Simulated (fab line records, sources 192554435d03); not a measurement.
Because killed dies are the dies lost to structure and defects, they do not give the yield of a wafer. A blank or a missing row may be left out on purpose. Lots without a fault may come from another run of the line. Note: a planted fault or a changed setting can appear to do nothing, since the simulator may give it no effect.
Comparing a struck lot with a sound one    flow n5_finfet    39 out of 1938 route steps
Sound: these wafers, L785.2, L785.4, L785.5. Wafers L788.2, L788.3, L788.6 were the ones struck. At the end, the cause is stated.
For every step that has rows: the tool of each side, followed by ch and its chambers, followed by its first start. Under that, the readings that differ: sound wafers    struck wafers    difference of the means    sigmas: that difference in standard deviations of wafers without a fault.
alike: readings with means less than 2 such deviations apart, plus words and numbers identical on both sides. not compared: withheld readings, readings lacking a value on some wafer, bounds such as >300 that could conceal the same value, and numbers that have no deviation in the record and whose values overlap.
The two part at a step that has a row with sigmas, a row that says differs or no value, or rows on one side only. Non-overlapping numbers with no deviation appear without sigmas and do not part them. A reading that every wafer of one side lacks parts them only if that side has two wafers or more.

first, 12 steps without rows for these wafers: N5_SD_EPI_N_ETCH_35 (etches SOC in N2/H2, overetch 108 nm, time 486 s); N5_SD_EPI_N_STRIP_36 (strips in N2/H2); N5_SD_EPI_N_ETCHBACK_44 (etches SiNx in CH3F/O2, stops on SiO2, target depth 14.5 nm); N5_SD_EPI_N_ETCH_45 (etches SiOCN in CH3F/O2, target depth 6 nm); N5_SD_EPI_N_ETCH_16 (etches SiO2 in CHF3/O2, target depth 5 nm); N5_SD_EPI_N_STRIP_47 (strips in CHF3/O2); N5_SD_EPI_N_SD_RECESS_17 (chemistry HBr/Cl2/O2, target depth 41 nm, time 23.7 s, bt time 3 s); N5_SD_EPI_N_STRIP_38 (strips in N2/H2); N5_SD_EPI_N_WET_ETCH_43 (etches SiO2 in dHF, time 14 s, target depth 1.5 nm); N5_SD_EPI_N_STRIP_18 (strips in SPM, time 750 s); N5_SD_EPI_N_SRD_20 (time 30 s); N5_SD_EPI_N_PRECLEAN_48 (cleans in NF3:NH3, afs cycles 2, time 20 s, sublimation time 60 s).
N5_SD_EPI_N_VAPOR_ETCH_50: etches Si in HCl, time 54 s.
  sound on epi_rpcvd-01 ch 0, day 5 16:30; struck on epi_rpcvd-01 ch 0, day 6 10:14
  alike: throttle_valve_pct
then, 24 steps without rows for these wafers: N5_SD_EPI_N_EPI_21 (deposits Si:P, time 690 s); N5_SD_EPI_N_PRECLEAN_24 (cleans in O3/DIW, time 60 s); N5_SD_EPI_N_SRD_25 (time 30 s); N5_SD_EPI_N_PRECLEAN_49 (cleans in NF3:NH3, afs cycles 1, time 20 s, sublimation time 60 s); N5_SD_EPI_N_LINER_46 (material SiNx, target thk 3 nm); N5_SD_EPI_P_COAT_34 (time 60 s, resist thk 350 nm); N5_SD_EPI_P_COAT_35 (time 60 s, resist thk 35 nm); N5_SD_EPI_P_COAT_03 (resist thk 150 nm); N5_SD_EPI_P_EBR_05; N5_SD_EPI_P_SOFTBAKE_04 (time 60 s); N5_SD_EPI_P_EXPOSE_06 (exposes mask SD P BLK, target cd 240 nm); N5_SD_EPI_P_PEB_07 (peb time 60 s); N5_SD_EPI_P_DEVELOP_08 (develop time 30 s); N5_SD_EPI_P_DESCUM_14 (chemistry O2, time 7.9 s); N5_SD_EPI_P_ETCH_36 (etches SiARC in CF4, target depth 45.5 nm, time 75.8 s); N5_SD_EPI_P_ETCH_37 (etches SOC in N2/H2, overetch 108 nm, time 486 s); N5_SD_EPI_P_STRIP_38 (strips in N2/H2); N5_SD_EPI_P_ETCHBACK_46 (etches SiNx in CH3F/O2, stops on SiO2, target depth 17.5 nm); N5_SD_EPI_P_ETCH_47 (etches SiOCN in CH3F/O2, target depth 25 nm); N5_SD_EPI_P_ETCH_16 (etches SiO2 in CHF3/O2, target depth 5 nm); N5_SD_EPI_P_STRIP_50 (strips in CHF3/O2); N5_SD_EPI_P_SD_RECESS_17 (chemistry HBr/Cl2/O2, target depth 39.1 nm, bt time 3 s); N5_SD_EPI_P_WET_ETCH_45 (etches SiO2 in dHF, time 10.7 s, target depth 2 nm, rinse time 30 s); N5_SD_EPI_P_STRIP_40 (strips in N2/H2).
-- record jumps: 6 days separate the struck wafers' starts on either side; left off in module SD_EPI_P, taken up again in module BEOL_M4, whose first shown step is the route's number 1111 --
N5_BEOL_M4_RC_MEAS_101:
  sound on prober-01 ch 0, day 10 20:57; struck on prober-01 ch 0, day 12 00:03
reading             sound              struck             difference  sigmas
DIBL_N (mV/V)       36.4 39.8 37.5     49.4 52.3 49.2     +12.4       +7
IOFF_N (nA/um)      0.14 0.19 0.15     0.52 0.81 0.51     +0.45       +15
IOFF_N_85C (nA/um)  2.8 3.7 3.0        8.3 11.9 8.1       +6.3        +12
IOFF_N_LIN (nA/um)  0.067 0.085 0.069  0.160 0.217 0.160  +0.105      +9
ION_N (uA/um)       676 682 674        729 758 735        +63         +5
REXT_N (ohm.um)     75.2 74.2 74.3     64.4 63.0 63.5     -10.9       -7
SS_N (mV/dec)       71.2 71.5 71.9     75.2 76.8 76.1     +4.5        +7
VT_N (mV)           251 247 253        235 231 233        -17         -6
VT_N_LVT (mV)       100 97 100         84 79 85           -16         -5
  alike: DIBL_P, IOFF_N_LONG, IOFF_P, ION_P, SS_P, VT_P
-- a jump in the record: the struck wafers' starts before and after are 5 days apart (it breaks off in module BEOL_M4 and resumes in module PASSIVATION, where the first step shown is number 1936 of the route) --
N5_PASSIVATION_PROBE_49:
  sound on prober-02 at day 15 05:58; struck on prober-01 at day 16 12:37
reading                 sound           struck             difference  sigmas
sort_bin_4_leakage (%)  0 0 0           60.93 90.42 56.69  +69.35      +99 or more
sort_n_pass             1082 1063 1048  369 5 408          -804        -47
sort_yield_pct (%)      91.7 90.1 88.8  31.3 0.4 34.6      -68.1       -45
  alike: defect_limited_yield, killed_at_M0_to_M3, killed_at_M4_up, killed_at_contacts, killed_at_front_end, killed_at_other, killed_dies, killed_open, killed_short, sort_bin_5_function, sort_bin_6_memory

## WHERE THEY PART
Earliest at N5_BEOL_M4_RC_MEAS_101; latest, in this record, at N5_PASSIVATION_PROBE_49.

WHY: the cause the simulator had injected
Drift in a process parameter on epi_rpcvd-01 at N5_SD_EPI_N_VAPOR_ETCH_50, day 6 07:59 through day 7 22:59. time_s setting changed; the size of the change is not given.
